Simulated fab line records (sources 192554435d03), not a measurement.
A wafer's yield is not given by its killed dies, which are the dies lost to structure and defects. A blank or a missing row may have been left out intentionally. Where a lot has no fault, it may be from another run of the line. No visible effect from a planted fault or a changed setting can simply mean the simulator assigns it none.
Chamber matching    flow n5Finfet    N5_MOL_CONTACT_COAG_ETCH_90 on rieDiel-01 has 4 sister chambers
The step etches SiARC in CF4, target depth 13 nm, time 21.7 s. 16 wafers are shown with their chamber, then 8 later ones without.

WAFERS WITH THEIR CHAMBER
wafer   chamber  showerheadPlenumPTorr (Torr)  drypumpMotorCurrentA (A)  throttleValvePct (%)
L076.2  1        2.21                          5.9                       15.66
L076.3  3        2.10                          5.7                       15.36
L076.5  1        2.21                          5.9                       15.67
L075.4  3        2.10                          5.6                       15.37
L075.5  2        2.27                          6.1                       15.27
L075.6  1        2.21                          5.9                       15.64
L083.2  2        2.26                          6.1                       15.32
L083.3  0        2.26                          5.3                       15.34
L083.6  0        2.26                          5.2                       15.35
L084.2  1        2.20                          5.9                       15.68
L084.3  3        2.09                          5.7                       15.37
L084.4  0        2.26                          5.2                       15.34
L090.2  3        2.09                          5.7                       15.40
L090.3  2        2.25                          6.1                       15.33
L090.4  0        2.26                          5.3                       15.35
L091.1  1        2.20                          5.9                       15.70

SIGNATURES (averages over the wafers above)
reading                chamber 0  chamber 1  chamber 2  chamber 3  scatter within a chamber
showerheadPlenumPTorr  2.2600     2.2060     2.2600     2.0950     0.00592
drypumpMotorCurrentA   5.250      5.900      6.100      5.675      0.0382
throttleValvePct       15.3450    15.6700    15.3067    15.3750    0.0205
Rule: for a wafer and a chamber, the distance is found by dividing, reading by reading, the gap between the wafer's reading and the chamber's mean by the reading's scatter, squaring, summing and taking the root. The wafer belongs to the nearest chamber; if the next one is less than 2 further off, it can't be placed. The scatter: take each reading less its chamber's mean, square it, sum over the shown wafers, divide by the number of wafers less the number of chambers, and take the root.

WAFERS WHOSE CHAMBER IS MISSING
wafer   showerheadPlenumPTorr (Torr)  drypumpMotorCurrentA (A)  throttleValvePct (%)
L091.3  2.26                          5.3                       15.38
L091.6  2.26                          5.3                       15.39
L092.2  2.25                          6.1                       15.37
L092.5  2.20                          5.9                       15.71
L092.6  2.09                          5.7                       15.42
L095.2  2.25                          5.2                       15.38
L095.3  2.09                          5.7                       15.43
L095.6  2.25                          6.1                       15.37

WHICH CHAMBER EACH WENT THROUGH
wafer   from the rows above  in truth
L091.3  0                    0
L091.6  0                    0
L092.2  2                    2
L092.5  1                    1
L092.6  3                    3
L095.2  0                    0
L095.3  3                    3
L095.6  2                    2
8 of 8 placed correctly. Can't be placed from these rows: 0. 0 placed wrongly.
